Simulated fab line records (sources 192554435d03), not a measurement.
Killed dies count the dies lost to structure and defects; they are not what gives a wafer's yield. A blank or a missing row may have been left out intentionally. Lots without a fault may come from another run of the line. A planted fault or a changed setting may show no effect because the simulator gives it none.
fab line records	flow n5_finfet
record: lots: 10	wafers: 28	last_day: 18
route steps=1938 shown DUMMY_REMOVAL@382 BEOL_M4@1085 BEOL_M5@1115 PASSIVATION@1936
lots untouched by any fault: they come from a run of this same line in which no faults occurred
start_h: start of the lot's first displayed wafer, in hours after the record's first day	wait_h: time in hours since the lot's previous step	" same as the row above	L1.1+2: a row that stands for several wafers	- no value present, or no start provided	* or withheld: withheld	< > ~ a bound
route shown NAME@n: names a module that has steps shown in the file, with the first one's number in the route	usual: the fault-free wafers' mean and standard deviation	same: alike in all rows	chamber/n: place in a boat	sites: readings site by site	_std_site: how widely they spread, as a standard deviation	_edge_site: the outer-site mean with the inner-site mean subtracted	radius_mm: for every site, how far away it sits from the centre of the wafer	mask NAME#n: copy n	behind: tool/chamber where the wafer was last shaped	hold: reason for holding the lot/hours on hold/outcome of the hold	device: the n, p or np transistor that did not switch	end of line: the same wafers' tests at the end of the route	a step with no rows: only its recipe	killed: dies lost to structure and defects at the first sort, not the wafer's yield	map: shows each die of a wafer: x if killed, . if not, _ if none is there
set.NAME: the run value of the setting; set.NAME@STEP: its run value at that earlier step	model.NAME: the simulator's own value behind a step, which no gauge read
route steps across a sampled set of lots; one table per step, one row per wafer
services: a tool's chamber out of use, with start hour (start_h, from the record's first day; less than 0 if before it), hours out, and reason
== steps ==
step: N5_DUMMY_REMOVAL_PRECLEAN_08
recipe: chemistry: NF3:NH3	afs_cycles: 2	temp_c: 30	time_s: 20	sublimation_temp_c: 180	sublimation_time_s: 60	pressure_torr: 3	rf_power_w: 30
usual: rf_power_w: 30.01/0.088
lot.wafer	tool	chamber	start_h	wait_h	rf_power_w
L604.2	remote_plasma-02	1	81.37	0.1	29.95
L604.5	"	1	"	"	30.07
L604.6	"	1	"	"	30.22
L607.4	remote_plasma-01	1	100.11	0.1	29.97
L607.5	"	1	"	"	30.04
L607.6	"	1	"	"	30.03
L610.2	remote_plasma-02	0	111.30	0.1	30.23
L610.3	"	0	"	"	30.18
L610.5	"	0	"	"	30.17
L612.3	remote_plasma-02	0	125.40	0.1	30.00
L612.4	"	0	"	"	30.07
L612.5	"	0	"	"	30.02
L613.1	remote_plasma-02	1	132.89	0.0	29.96
L613.4	"	1	"	"	30.08
L613.6	"	1	"	"	29.97
L615.1	remote_plasma-02	0	146.78	0.0	29.97
L615.3	"	0	"	"	29.91
L616.1	remote_plasma-01	0	150.24	0.0	30.10
L616.2	"	0	"	"	30.02
L616.4	"	0	"	"	30.08
L621.2	remote_plasma-02	0	178.77	0.1	30.06
L621.4	"	0	"	"	29.98
L623.2	remote_plasma-02	0	191.62	0.1	30.08
L623.3	"	0	"	"	29.99
L623.5	"	0	"	"	30.03
L625.1	remote_plasma-02	1	202.74	0.0	29.99
L625.3	"	1	"	"	30.03
L625.5	"	1	"	"	29.89
step: N5_BEOL_M4_ANNEAL_49
recipe: temp_c: 400	time_s: 240	ambient: vacuum
usual: heater_power_w: 829/92
lot.wafer	tool	chamber	start_h	wait_h	heater_power_w
L604.2	pvd_sputter-03	-	193.58	0.0	771
L604.5	"	-	"	"	846
L604.6	"	-	"	"	787
L607.4	pvd_sputter-01	-	206.07	0.0	818
L607.5	"	-	"	"	878
L607.6	"	-	"	"	766
L610.2	pvd_sputter-01	-	216.03	0.0	816
L610.3	"	-	"	"	883
L610.5	"	-	"	"	867
L612.3	pvd_sputter-03	-	231.15	0.0	811
L612.4	"	-	"	"	813
L612.5	"	-	"	"	795
L613.1	pvd_sputter-03	-	249.99	0.0	791
L613.4	"	-	"	"	807
L613.6	"	-	"	"	795
L615.1	pvd_sputter-02	-	255.78	0.0	852
L615.3	"	-	"	"	730
L616.1	pvd_sputter-01	-	262.72	0.0	802
L616.2	"	-	"	"	867
L616.4	"	-	"	"	1055
L621.2	pvd_sputter-01	-	293.85	0.0	884
L621.4	"	-	"	"	784
L623.2	pvd_sputter-01	-	312.25	0.0	795
L623.3	"	-	"	"	745
L623.5	"	-	"	"	802
L625.1	pvd_sputter-02	-	315.04	0.0	722
L625.3	"	-	"	"	857
L625.5	"	-	"	"	853
step: N5_BEOL_M4_ANNEAL_51
recipe: temp_c: 225	time_s: 90	ambient: N2
usual: wafer_temp_C_max: 226.3/0.51
lot.wafer	tool	chamber	start_h	wait_h	wafer_temp_C_max
L604.2	rtp_anneal-02	0	195.50	0.1	226.6
L604.5	"	0	"	"	226.8
L604.6	"	0	"	"	226.6
L607.4	rtp_anneal-02	0	208.32	0.2	226.4
L607.5	"	0	"	"	226.8
L607.6	"	0	"	"	226.9
L610.2	rtp_anneal-02	0	218.22	0.2	226.6
L610.3	"	0	"	"	226.7
L610.5	"	0	"	"	226.2
L612.3	rtp_anneal-01	0	233.11	0.1	225.8
L612.4	"	0	"	"	225.9
L612.5	"	0	"	"	225.9
L613.1	rtp_anneal-01	0	251.88	0.1	225.8
L613.4	"	0	"	"	226.0
L613.6	"	0	"	"	225.7
L615.1	rtp_anneal-02	0	257.66	0.1	226.5
L615.3	"	0	"	"	226.6
L616.1	rtp_anneal-01	0	264.81	0.1	225.8
L616.2	"	0	"	"	225.6
L616.4	"	0	"	"	225.9
L621.2	rtp_anneal-01	0	295.99	0.1	225.9
L621.4	"	0	"	"	225.7
L623.2	rtp_anneal-02	0	314.65	0.4	226.9
L623.3	"	0	"	"	227.3
L623.5	"	0	"	"	227.1
L625.1	rtp_anneal-02	0	316.92	0.1	226.4
L625.3	"	0	"	"	226.4
L625.5	"	0	"	"	227.1
step: N5_BEOL_M4_RC_MEAS_101
usual: DIBL_N: 36.5/2.2	DIBL_P: 36.9/2.9	EOT_N: 10.51/0.093	EOT_P: 10.47/0.094	IGATE_N: 0.0130/0.0019	IGATE_P: 0.0039/0.00055	IOFF_N: 0.17/0.044	IOFF_N_85C: 3.2/0.72	IOFF_N_LIN: 0.076/0.017	IOFF_P: 0.22/0.052	IOFF_P_85C: 3.8/0.76	IOFF_P_LIN: 0.103/0.019	ION_N: 671/16	ION_P: 461/10	SS_N: 71.6/0.73	SS_P: 73.5/0.79	VT_N: 250/4.1	VT_P: -250/4.1
lot.wafer	tool	chamber	start_h	wait_h	DIBL_N[mV/V]	DIBL_P[mV/V]	EOT_N	EOT_P	IGATE_N[nA/um]	IGATE_P[nA/um]	IOFF_N[nA/um]	IOFF_N_85C[nA/um]	IOFF_N_LIN[nA/um]	IOFF_P[nA/um]	IOFF_P_85C[nA/um]	IOFF_P_LIN[nA/um]	ION_N[uA/um]	ION_P[uA/um]	SS_N[mV/dec]	SS_P[mV/dec]	VT_N[mV]	VT_P[mV]
L604.2	prober-02	0	196.53	0.2	35.9	36.2	10.50	10.41	0.0128	0.0039	0.15	2.9	0.072	0.21	3.8	0.103	666	459	70.7	73.0	249	-249
L604.5	"	0	"	"	36.7	36.3	10.47	10.47	0.0125	0.0038	0.15	3.0	0.071	0.20	3.6	0.096	656	453	71.3	73.7	250	-252
L604.6	"	0	"	"	35.2	36.0	10.49	10.45	0.0132	0.0040	0.14	2.7	0.065	0.21	3.8	0.101	664	461	71.9	73.2	253	-248
L607.4	prober-02	0	209.55	0.5	35.4	33.8	10.35	10.44	0.0127	0.0039	0.14	2.7	0.057	0.16	2.8	0.080	645	443	71.9	72.2	251	-253
L607.5	"	0	"	"	36.6	36.8	10.55	10.51	0.0121	0.0037	0.15	2.9	0.067	0.21	3.6	0.099	653	449	72.1	73.5	252	-249
L607.6	"	0	"	"	31.5	31.6	10.51	10.46	0.0118	0.0036	0.09	1.9	0.045	0.14	2.5	0.074	640	446	70.9	71.8	257	-253
L610.2	prober-01	0	219.46	0.2	37.2	36.5	10.58	10.53	0.0112	0.0033	0.16	3.2	0.076	0.25	4.1	0.111	671	462	71.9	73.6	252	-246
L610.3	"	0	"	"	33.1	31.3	10.52	10.50	0.0120	0.0036	0.11	2.3	0.052	0.18	3.1	0.090	648	447	71.2	73.2	255	-248
L610.5	"	0	"	"	36.8	36.6	10.56	10.54	0.0109	0.0033	0.16	3.1	0.074	0.24	4.0	0.111	660	462	71.2	73.8	250	-247
L612.3	prober-01	0	234.27	0.3	38.5	37.3	10.46	10.43	0.0138	0.0040	0.19	3.7	0.087	0.25	4.3	0.115	694	466	72.3	73.6	247	-248
L612.4	"	0	"	"	42.5	43.5	10.49	10.50	0.0131	0.0039	0.31	5.3	0.127	0.40	6.5	0.167	705	483	72.5	75.3	241	-241
L612.5	"	0	"	"	39.5	39.5	10.56	10.50	0.0143	0.0042	0.23	4.1	0.098	0.30	5.1	0.134	695	477	72.6	73.9	247	-245
L613.1	prober-02	0	252.78	0.0	36.4	37.6	10.62	10.53	0.0118	0.0034	0.18	3.5	0.083	0.21	3.6	0.097	671	452	71.5	73.4	247	-252
L613.4	"	0	"	"	36.7	38.7	10.54	10.51	0.0138	0.0040	0.16	3.2	0.078	0.23	4.0	0.105	677	466	71.2	74.4	246	-249
L613.6	"	0	"	"	37.2	40.4	10.49	10.42	0.0162	0.0047	0.22	4.1	0.101	0.25	4.2	0.113	709	475	71.3	73.4	243	-247
L615.1	prober-02	0	258.56	0.0	33.5	34.2	10.48	10.45	0.0122	0.0036	0.13	2.7	0.066	0.19	3.4	0.095	665	461	71.0	72.3	251	-248
L615.3	"	0	"	"	37.1	38.5	10.53	10.43	0.0124	0.0036	0.20	3.7	0.089	0.26	4.4	0.116	674	464	72.0	73.7	246	-246
L616.1	prober-02	0	265.89	0.2	35.8	35.7	10.50	10.32	0.0137	0.0040	0.16	3.2	0.078	0.19	3.4	0.095	689	471	71.6	73.1	247	-249
L616.2	"	0	"	"	38.2	39.1	10.53	10.47	0.0124	0.0036	0.18	3.5	0.084	0.24	4.0	0.108	670	456	71.8	73.7	248	-249
L616.4	"	0	"	"	36.5	37.2	10.54	10.39	0.0132	0.0039	0.17	3.2	0.078	0.22	3.7	0.105	680	466	71.3	73.1	249	-251
L621.2	prober-01	0	297.22	0.2	32.5	32.7	10.61	10.42	0.0146	0.0043	0.11	2.2	0.055	0.14	2.6	0.074	658	455	69.8	71.9	252	-255
L621.4	"	0	"	"	46.7	49.0	12.98	12.82	0.0008	0.0002	0.39	6.5	0.163	0.45	6.9	0.194	646	441	73.4	76.8	241	-242
L623.2	prober-02	0	315.73	0.2	35.1	34.2	10.43	10.27	0.0170	0.0049	0.16	3.1	0.073	0.24	4.2	0.122	682	478	71.1	72.9	251	-243
L623.3	"	0	"	"	35.8	36.5	10.44	10.41	0.0135	0.0039	0.18	3.4	0.083	0.27	4.6	0.129	694	485	71.9	73.2	246	-243
L623.5	"	0	"	"	46.8	48.4	12.99	12.85	0.0008	0.0002	0.54	8.7	0.216	0.65	9.5	0.277	675	466	73.7	76.3	235	-231
L625.1	prober-01	0	317.82	0.0	35.3	35.5	10.39	10.39	0.0150	0.0045	0.14	2.7	0.067	0.18	3.3	0.087	666	461	70.9	73.1	250	-252
L625.3	"	0	"	"	38.1	38.7	10.44	10.46	0.0132	0.0039	0.18	3.4	0.080	0.23	3.9	0.102	674	463	71.7	74.3	247	-249
L625.5	"	0	"	"	44.0	46.6	12.97	12.78	0.0007	0.0002	0.31	5.3	0.137	0.43	6.6	0.183	637	441	72.6	76.0	242	-245
step: N5_BEOL_M5_PECVD_70
recipe: material: SiO2	target_thk_a: 160	temp_c: 400	precursor: TEOS/O2	pressure_torr: 5.5	rf_w: 450	teos_flow_sccm: 53.8	gas: O2	flow_sccm: 3000	time_s: 18
usual: heater_power_w: 728/99	showerhead_plenum_p_Torr: 8.83/0.051	throttle_valve_pct: 22.5/1.2
lot.wafer	tool	chamber	start_h	wait_h	heater_power_w	showerhead_plenum_p_Torr	throttle_valve_pct
L604.2	pecvd-02	0	197.95	0.0	642	8.83	21.8
L604.5	"	2	"	"	749	8.92	21.9
L604.6	"	1	"	"	871	8.82	22.6
L607.4	pecvd-02	1	210.70	0.1	847	8.83	22.4
L607.5	"	2	"	"	770	8.91	22.0
L607.6	"	1	"	"	857	8.83	22.3
L610.2	pecvd-04	1	220.88	0.0	593	8.82	24.4
L610.3	"	2	"	"	676	8.84	21.1
L610.5	"	0	"	"	825	8.79	24.3
L612.3	pecvd-02	2	235.57	0.1	784	8.94	22.1
L612.4	"	0	"	"	732	8.81	21.7
L612.5	"	0	"	"	726	8.81	21.9
L613.1	pecvd-02	1	254.36	0.0	772	8.84	22.2
L613.4	"	2	"	"	687	8.92	22.1
L613.6	"	0	"	"	663	8.82	21.4
L615.1	pecvd-04	1	260.14	0.0	653	8.80	24.4
L615.3	"	2	"	"	579	8.81	20.8
L616.1	pecvd-03	0	267.46	0.0	726	8.75	21.8
L616.2	"	2	"	"	989	8.85	21.2
L616.4	"	2	"	"	980	8.84	21.5
L621.2	pecvd-04	0	298.64	0.0	775	8.80	24.0
L621.4	"	1	"	"	567	8.80	24.6
L623.2	pecvd-04	0	317.15	0.0	787	8.78	24.3
L623.3	"	1	"	"	645	8.79	24.4
L623.5	"	0	"	"	790	8.79	24.1
L625.1	pecvd-04	1	319.39	0.0	643	8.79	24.7
L625.3	"	0	"	"	801	8.76	24.3
L625.5	"	0	"	"	806	8.80	24.3
step: N5_PASSIVATION_PROBE_49
usual: defect_limited_yield: 91.3/1.4	killed_at_M0_to_M3: 36/10	killed_at_M4_up: 13/5.4	killed_at_contacts: 12/5.3	killed_at_front_end: 39/10	killed_at_other: 3.2/2.7	killed_dies: 103/16	killed_on_rim: 13/4	killed_open: 68/13	killed_short: 33/6.6	sort_bin_4_leakage: 0.01/0.031	sort_bin_5_function: 5.1/0.92	sort_bin_6_memory: 3.3/0.68	sort_bin_8_speed: 0.1/0.41	sort_n_pass: 1077/17	sort_yield_pct: 91.2/1.4
same: gross_dies: 1180	killed_at_back_side: 0
lot.wafer	tool	chamber	start_h	wait_h	defect_limited_yield[%]	killed_at_M0_to_M3	killed_at_M4_up	killed_at_contacts	killed_at_front_end	killed_at_other	killed_dies	killed_on_rim	killed_open	killed_short	sort_bin_4_leakage[%]	sort_bin_5_function[%]	sort_bin_6_memory[%]	sort_bin_8_speed[%]	sort_n_pass	sort_yield_pct[%]
L610.2	prober-01	-	333.57	0.1	92.5	26	15	12	36	0	89	11	55	34	0	4.8	2.5	0	1091	92.5
L610.3	prober-01	-	333.62	0.1	91.6	27	8	24	38	2	99	10	65	34	0	4.9	3.2	0.3	1078	91.4
L610.5	prober-01	-	333.72	0.2	90.7	35	11	20	42	2	110	12	74	36	0	5.5	3.4	0	1070	90.7
L616.1	prober-01	-	390.21	0.0	92.1	28	12	7	45	1	93	14	65	25	0	5.0	2.7	0	1087	92.1
L616.2	prober-01	-	390.26	0.1	91.8	36	5	24	25	7	97	15	60	36	0	4.7	3.3	0	1083	91.8
L616.4	prober-01	-	390.36	0.2	93.0	25	9	10	32	7	83	10	52	31	0	3.5	3.3	0	1097	93.0
L621.2	prober-01	-	417.00	0.1	91.5	47	1	10	40	2	100	11	75	21	0	5.2	3.2	0	1080	91.5
L621.4	prober-01	-	417.10	0.2	89.1	60	8	9	46	6	129	17	95	30	18.47	6.2	4.5	0.3	829	70.3
L623.2	prober-01	-	429.97	0.1	92.5	23	25	3	37	1	89	15	61	27	0	4.8	2.3	0	1091	92.5
L623.3	prober-01	-	430.02	0.1	90.0	50	12	1	53	2	118	15	66	37	0	5.5	3.1	0	1062	90.0
L623.5	prober-01	-	430.12	0.2	90.3	39	31	6	36	2	114	17	70	41	59.41	5.2	4.0	0	365	30.9
L625.1	prober-01	-	432.40	0.0	90.7	44	10	16	36	4	110	14	76	33	0	5.1	4.0	0	1070	90.7
L625.3	prober-01	-	432.50	0.1	90.3	27	11	18	52	6	114	16	73	41	0	6.0	3.4	0	1066	90.3
L625.5	prober-01	-	432.60	0.2	88.6	35	15	11	68	5	134	16	97	37	1.19	7.3	3.7	1.4	1016	86.1
killed by level:class
L610.2 BEOL_M4:geometric_particle:open=12 BEOL_M0_SAQP:geometric_particle:short=12 DUMMY_GATE:geometric_particle:open=8 MOL_CONTACT_COAG:geometric_particle:open=8 BEOL_M0_SAQP:geometric_particle:open=6 FIN_SAQP:geometric_particle:short=5 FIN_SAQP:geometric_particle:open=5 ILD0:geometric_particle:short=5
L610.3 MOL_CONTACT_COAG:geometric_particle:open=19 STI_FIN_REVEAL:geometric_particle:open=9 BEOL_M0_SAQP:geometric_particle:short=6 BEOL_M0_SAQP:geometric_particle:open=6 FIN_SAQP:geometric_particle:short=5 MOL_CONTACT_COAG:geometric_particle:short=5 BEOL_M3:geometric_particle:open=5 DUMMY_GATE:geometric_particle:short=4
L610.5 MOL_CONTACT_COAG:geometric_particle:open=13 FIN_SAQP:geometric_particle:open=10 BEOL_M0_SAQP:geometric_particle:short=10 BEOL_M4:geometric_particle:open=8 BEOL_M2:geometric_particle:open=8 MOL_CONTACT_COAG:geometric_particle:short=7 BEOL_M0_SAQP:geometric_particle:open=7 BEOL_M3:geometric_particle:open=7
L616.1 DUMMY_GATE:geometric_particle:open=11 FIN_SAQP:geometric_particle:open=7 BEOL_M3:geometric_particle:open=7 MOL_CONTACT_COAG:geometric_particle:open=6 BEOL_M1:geometric_particle:open=6 STI_FIN_REVEAL:geometric_particle:open=5 BEOL_M0_SAQP:geometric_particle:short=4 BEOL_M0_SAQP:geometric_particle:open=4
L616.2 MOL_CONTACT_COAG:geometric_particle:open=18 BEOL_M0_SAQP:geometric_particle:short=8 BEOL_M0:geometric_particle:open=8 MOL_CONTACT_COAG:geometric_particle:short=6 BEOL_M0_SAQP:geometric_particle:open=6 MIM_TOP_ETCH:geometric_particle:short=6 BEOL_M1:geometric_particle:open=5 STI_FIN_REVEAL:geometric_particle:open=4
L616.4 MOL_CONTACT_COAG:geometric_particle:open=9 BEOL_M0_SAQP:geometric_particle:short=8 BEOL_M2:geometric_particle:open=6 STI_FIN_REVEAL:geometric_particle:open=5 DUMMY_GATE:geometric_particle:open=4 ILD0:geometric_particle:open=4 MIM_TOP_ETCH:geometric_particle:short=4 STARTING-WAFER:geometric_particle:short=4
L621.2 BEOL_M3:geometric_particle:open=24 FIN_SAQP:geometric_particle:open=14 MOL_CONTACT_COAG:geometric_particle:open=9 FIN_SAQP:geometric_particle:short=5 DUMMY_GATE:geometric_particle:open=5 BEOL_M0_SAQP:geometric_particle:open=5 BEOL_M3:geometric_particle:short=5 BEOL_M0_SAQP:geometric_particle:short=4
L621.4 BEOL_M2:geometric_particle:open=21 FIN_SAQP:geometric_particle:open=18 BEOL_M3:geometric_particle:open=16 STI_FIN_REVEAL:geometric_particle:open=10 FIN_SAQP:geometric_particle:short=9 MOL_CONTACT_COAG:geometric_particle:open=7 BEOL_M0_SAQP:geometric_particle:short=5 BEOL_M0_SAQP:geometric_particle:open=5
L623.2 BEOL_M4:geometric_particle:open=14 STI_FIN_REVEAL:geometric_particle:open=13 BEOL_M0_SAQP:geometric_particle:short=8 FIN_SAQP:geometric_particle:open=7 BEOL_M5:geometric_particle:open=5 DUMMY_GATE:geometric_particle:open=4 BEOL_M0_SAQP:geometric_particle:open=4 FIN_SAQP:geometric_particle:short=3
L623.3 HKMG_FIN:area_etch=14 BEOL_M3:geometric_particle:open=12 BEOL_M1:geometric_particle:short=7 STI_FIN_REVEAL:geometric_particle:open=6 BEOL_M0_SAQP:geometric_particle:open=6 BEOL_M0_SAQP:geometric_particle:short=6 BEOL_M0:geometric_particle:open=6 BEOL_M1:geometric_particle:open=5
L623.5 BEOL_M2:geometric_particle:open=16 BEOL_M4:geometric_particle:open=16 FIN_SAQP:geometric_particle:open=8 FIN_SAQP:geometric_particle:short=8 BEOL_M0_SAQP:geometric_particle:open=8 MOL_CONTACT_COAG:geometric_particle:open=4 BEOL_M0_SAQP:geometric_particle:short=4 BEOL_M4:geometric_particle:short=4
L625.1 STI_FIN_REVEAL:geometric_particle:open=15 MOL_CONTACT_COAG:geometric_particle:open=12 BEOL_M2:geometric_particle:open=11 BEOL_M0_SAQP:geometric_particle:open=8 BEOL_M1:geometric_particle:open=7 BEOL_M0_SAQP:geometric_particle:short=5 MOL_CONTACT_COAG:geometric_particle:short=4 BEOL_M3:geometric_particle:open=4
L625.3 STI_FIN_REVEAL:geometric_particle:open=16 MOL_CONTACT_COAG:geometric_particle:open=13 FIN_SAQP:geometric_particle:open=6 BEOL_M1:geometric_particle:open=6 BEOL_M2:geometric_particle:open=6 BEOL_M3:geometric_particle:open=6 FIN_SAQP:geometric_particle:short=5 GATE_CUT:geometric_particle:short=5
L625.5 STI_FIN_REVEAL:geometric_particle:open=29 BEOL_M3:geometric_particle:open=12 BEOL_M1:geometric_particle:open=9 STI_FIN_REVEAL:geometric_particle:short=8 MOL_CONTACT_COAG:geometric_particle:open=8 FIN_SAQP:geometric_particle:open=6 BEOL_M2:geometric_particle:open=5 BEOL_M4:geometric_particle:open=4
== services ==
tool	chamber	start_h	hours	kind
pvd_sputter-03	-	68.31	24.3	repair
pecvd-03	1	76.77	5.0	repair
pvd_sputter-01	-	79.04	1.6	repair
rtp_anneal-01	-	83.50	4.2	pm
pecvd-02	1	85.70	2.1	scheduled_down
pecvd-03	1	95.60	5.0	scheduled_down
pecvd-04	2	96.11	9.0	repair
pecvd-02	0	96.56	5.5	scheduled_down
pecvd-03	-	96.70	1.1	repair
pecvd-03	2	100.60	2.1	scheduled_down
pecvd-03	0	104.59	2.1	scheduled_down
pecvd-02	-	114.96	5.5	pm
pecvd-04	-	125.96	1.0	repair
pecvd-03	2	126.51	-	clean
pvd_sputter-02	-	146.23	1.1	repair
pecvd-03	0	179.35	5.6	repair
pecvd-03	-	190.15	1.2	repair
pecvd-02	2	203.28	2.1	scheduled_down
pecvd-02	0	204.42	9.0	repair
pecvd-04	2	215.90	3.4	repair
pecvd-03	0	228.65	2.3	repair
pecvd-04	2	228.99	4.0	repair
pecvd-02	1	230.84	14.9	repair
pecvd-02	-	298.47	2.8	pm
== key ==
first_sign: step: N5_BEOL_M4_RC_MEAS_101	reading: EOT_N	direction: up	sigmas: 27	usual: 10.51	struck: 12.98
effect: step: N5_BEOL_M4_RC_MEAS_101	reading: EOT_P	direction: up	sigmas: 25	usual: 10.47	struck: 12.82
effect: step: N5_BEOL_M4_RC_MEAS_101	reading: IGATE_P	direction: down	sigmas: 6.6	usual: 0.0039	struck: 0.0002
effect: step: N5_BEOL_M4_RC_MEAS_101	reading: IGATE_N	direction: down	sigmas: 6.4	usual: 0.0130	struck: 0.0008
effect: step: N5_BEOL_M4_RC_MEAS_101	reading: IOFF_P_LIN	direction: up	sigmas: 6.2	usual: 0.103	struck: 0.218
effect: step: N5_BEOL_M4_RC_MEAS_101	reading: IOFF_N_LIN	direction: up	sigmas: 5.6	usual: 0.076	struck: 0.172
effect: step: N5_BEOL_M4_RC_MEAS_101	reading: IOFF_N	direction: up	sigmas: 5.6	usual: 0.17	struck: 0.41
effect: step: N5_BEOL_M4_RC_MEAS_101	reading: IOFF_P	direction: up	sigmas: 5.5	usual: 0.22	struck: 0.51
effect: step: N5_BEOL_M4_RC_MEAS_101	reading: IOFF_N_85C	direction: up	sigmas: 5.1	usual: 3.2	struck: 6.9
effect: step: N5_BEOL_M4_RC_MEAS_101	reading: IOFF_P_85C	direction: up	sigmas: 5	usual: 3.8	struck: 7.6
effect: step: N5_BEOL_M4_RC_MEAS_101	reading: DIBL_N	direction: up	sigmas: 4.2	usual: 36.5	struck: 45.8
effect: step: N5_BEOL_M4_RC_MEAS_101	reading: DIBL_P	direction: up	sigmas: 3.8	usual: 36.9	struck: 48.0
effect: step: N5_PASSIVATION_PROBE_49	reading: sort_bin_4_leakage	direction: up	sigmas: 99+	usual: 0.01	struck: 26.36
met_at N5_DUMMY_REMOVAL_PRECLEAN_08
struck_lots L621,L623,L625
struck_wafers L621.4,L623.5,L625.5
baseline_loss: step: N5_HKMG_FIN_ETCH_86	wafers: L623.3
not_acting_at N5_BEOL_M4_ANNEAL_49,N5_BEOL_M4_ANNEAL_51,N5_BEOL_M5_PECVD_70
onset_between 146.78 178.77
fault: kind: process_parameter_drift	tool: remote_plasma-02	chamber: -	onset_h: 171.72	steps: N5_DUMMY_REMOVAL_PRECLEAN_08	channel: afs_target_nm	offset: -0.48	shape: step	end_h: 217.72	scope: struck_wafers_only	acts_in: these_recipes_only	stated: 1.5
baseline_loss: these wafers lose ten dies or more at that step, a loss of the line's own and not of a fault; the sort's usual values leave them out
